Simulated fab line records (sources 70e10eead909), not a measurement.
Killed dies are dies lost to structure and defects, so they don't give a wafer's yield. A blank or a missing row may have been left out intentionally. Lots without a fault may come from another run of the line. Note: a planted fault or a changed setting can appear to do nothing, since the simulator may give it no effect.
Which tool was responsible? | flow nand_harc | 42 wafers from 14 lots sampled at 4 of the route's 1302 steps

== WHAT EACH GAUGE READ, for each wafer ==
NHARC_A_WL_FILL_INSPECT_15. Usual: raw_defect_count 456, standard deviation 120.
lot  | measured     | on                | raw_defect_count | flag
L883 | day 20 13:08 | defect_inspect-01 | 269 419 370      |
L884 | day 22 00:55 | defect_inspect-02 | 580 402 430      |
L885 | day 21 21:28 | defect_inspect-01 | 593 433 626      |
L887 | day 23 18:39 | defect_inspect-02 | 353 389 416      |
L886 | day 23 15:36 | defect_inspect-02 | 364 244 435      |
L888 | day 23 07:45 | defect_inspect-01 | 317 448 280      |
L899 | day 26 21:12 | defect_inspect-02 | 478 688 524      |
L898 | day 27 00:28 | defect_inspect-02 | 388 399 381      |
L900 | day 28 07:23 | defect_inspect-01 | 297 313 347      |
L901 | day 28 19:19 | defect_inspect-02 | 431 465 630      |
L902 | day 29 08:40 | defect_inspect-02 | 353 436 326      |
L903 | day 29 08:40 | defect_inspect-01 | 568 438 493      |
L904 | day 29 19:44 | defect_inspect-01 | 540 375 429      |
L905 | day 29 19:41 | defect_inspect-02 | 790 560 471      |

== WHICH TOOL RAN EACH LOT (tool, then ch and the chambers of the sampled wafers, then the start) ==
lot  | NHARC_A_WL_FILL_STRIP_27             | NHARC_A_WL_FILL_CVD_23           | NHARC_A_WL_FILL_ALD_19
L883 | plasma_asher-01 ch 0,1, day 19 16:08 | lpcvd_poly-02 ch 0, day 20 09:28 | ald_metal-03 ch 0,1,2, day 20 12:20
L884 | plasma_asher-02 ch 0,1, day 20 22:18 | lpcvd_poly-02 ch 0, day 21 21:11 | ald_metal-01 ch 0,1, day 22 00:04
L885 | plasma_asher-01 ch 0,1, day 21 02:02 | lpcvd_poly-03 ch 0, day 21 17:47 | ald_metal-02 ch 0,1,3, day 21 20:35
L887 | plasma_asher-02 ch 0,1, day 21 11:18 | lpcvd_poly-03 ch 0, day 23 14:56 | ald_metal-03 ch 2,3, day 23 17:46
L886 | plasma_asher-01 ch 0,1, day 21 11:19 | lpcvd_poly-02 ch 0, day 23 11:53 | ald_metal-01 ch 0,1,2, day 23 14:44
L888 | plasma_asher-01 ch 0,1, day 22 09:35 | lpcvd_poly-02 ch 0, day 23 04:01 | ald_metal-02 ch 0,2,3, day 23 06:56
L899 | plasma_asher-02 ch 0,1, day 26 04:43 | lpcvd_poly-03 ch 0, day 26 17:32 | ald_metal-01 ch 2,3, day 26 20:23
L898 | plasma_asher-01 ch 0,1, day 26 08:24 | lpcvd_poly-02 ch 0, day 26 20:47 | ald_metal-03 ch 1,2, day 26 23:37
L900 | plasma_asher-02 ch 0, day 27 14:49   | lpcvd_poly-02 ch 0, day 28 03:41 | ald_metal-03 ch 0,2,3, day 28 06:34
L901 | plasma_asher-02 ch 0,1, day 28 02:48 | lpcvd_poly-04 ch 0, day 28 15:33 | ald_metal-03 ch 0,2,3, day 28 18:26
L902 | plasma_asher-02 ch 0,1, day 28 14:08 | lpcvd_poly-04 ch 0, day 29 04:59 | ald_metal-01 ch 0,2,3, day 29 07:50
L903 | plasma_asher-01 ch 0,1, day 28 14:20 | lpcvd_poly-04 ch 0, day 29 04:59 | ald_metal-02 ch 1,2,3, day 29 07:52
L904 | plasma_asher-02 ch 0,1, day 29 01:44 | lpcvd_poly-03 ch 0, day 29 16:01 | ald_metal-02 ch 0,1,2, day 29 18:52
L905 | plasma_asher-01 ch 0,1, day 29 01:57 | lpcvd_poly-03 ch 0, day 29 16:01 | ald_metal-01 ch 1,2,3, day 29 18:51
- NHARC_A_WL_FILL_STRIP_27: strips in N2/H2, time 20 s.
- NHARC_A_WL_FILL_CVD_23: deposits poly-Si, target thk 40 nm, time 800 s.
- NHARC_A_WL_FILL_ALD_19: deposits TiN, target thk 2 nm, pulse time 3 s, ald cycles 100.

== AS READ BY THE TOOLS THEMSELVES (means over the sampled wafers that have a number; for cases with no such wafer, the mark the record gives instead) ==
NHARC_A_WL_FILL_STRIP_27. Usual: drypump_motor_current_A 5.9 A, standard deviation 0.33; heater_power_w 340 W, standard deviation 20.
lot  | tool            | drypump_motor_current_A (A) | heater_power_w (W) | flag
L883 | plasma_asher-01 | 5.9                         | 356                |
L884 | plasma_asher-02 | 5.6                         | 345                |
L885 | plasma_asher-01 | 5.9                         | 353                |
L887 | plasma_asher-02 | 5.7                         | 322                |
L886 | plasma_asher-01 | 6.2                         | 355                |
L888 | plasma_asher-01 | 5.9                         | 355                |
L899 | plasma_asher-02 | 5.7                         | 333                |
L898 | plasma_asher-01 | 6.2                         | 342                |
L900 | plasma_asher-02 | 5.8                         | 316                |
L901 | plasma_asher-02 | 5.6                         | 348                |
L902 | plasma_asher-02 | 5.6                         | 353                |
L903 | plasma_asher-01 | 5.9                         | 337                |
L904 | plasma_asher-02 | 5.7                         | 333                |
L905 | plasma_asher-01 | 6.2                         | 346                |

NHARC_A_WL_FILL_CVD_23. Usual: spike_tc_lower_C 620.3 C, standard deviation 1.2.
lot  | tool          | spike_tc_lower_C (C) | flag
L883 | lpcvd_poly-02 | 619.8                |
L884 | lpcvd_poly-02 | 619.0                |
L885 | lpcvd_poly-03 | 622.3                |
L887 | lpcvd_poly-03 | 621.1                |
L886 | lpcvd_poly-02 | 619.4                |
L888 | lpcvd_poly-02 | 620.1                |
L899 | lpcvd_poly-03 | 622.0                |
L898 | lpcvd_poly-02 | 620.3                |
L900 | lpcvd_poly-02 | 620.6                |
L901 | lpcvd_poly-04 | 620.2                |
L902 | lpcvd_poly-04 | 620.2                |
L903 | lpcvd_poly-04 | 621.5                |
L904 | lpcvd_poly-03 | 621.0                |
L905 | lpcvd_poly-03 | 621.8                |

NHARC_A_WL_FILL_ALD_19. Usual: heater_power_w 1088 W, standard deviation 130; precursor_pulse_height_rel 1.001, standard deviation 0.019.
lot  | tool         | heater_power_w (W) | precursor_pulse_height_rel | flag
L883 | ald_metal-03 | 977                | 0.984                      |
L884 | ald_metal-01 | 1183               | 1.002                      |
L885 | ald_metal-02 | 1106               | 1.000                      |
L887 | ald_metal-03 | 1003               | 1.004                      |
L886 | ald_metal-01 | 1163               | 0.997                      |
L888 | ald_metal-02 | 1088               | 1.004                      |
L899 | ald_metal-01 | 1245               | 1.002                      |
L898 | ald_metal-03 | 988                | 0.993                      |
L900 | ald_metal-03 | 1017               | 1.006                      |
L901 | ald_metal-03 | 1030               | 1.006                      |
L902 | ald_metal-01 | 1201               | 1.002                      |
L903 | ald_metal-02 | 1181               | 1.003                      |
L904 | ald_metal-02 | 1123               | 1.004                      |
L905 | ald_metal-01 | 1263               | 1.004                      |

== THE ANSWER, worked out from the rows above alone ==
Rule: lot off if the mean of its wafers having a number is beyond 3 standard deviations from the usual mean. Also off: a lot with no number at a reading for which 4 or more lots have one. Any other lot the step has rows for is counted as sound. The gauges are gone through in route order, then the tools' own readings, and for those a lot's mean is taken as printed above. The first step at which some lot is off is used, and at that step the reading that is off furthest; a lot without a number counts as furthest.
Across all readings shown, no lot is off: no conclusion can be drawn from this.

== WHAT WAS PUT IN BY THE SIMULATOR ==
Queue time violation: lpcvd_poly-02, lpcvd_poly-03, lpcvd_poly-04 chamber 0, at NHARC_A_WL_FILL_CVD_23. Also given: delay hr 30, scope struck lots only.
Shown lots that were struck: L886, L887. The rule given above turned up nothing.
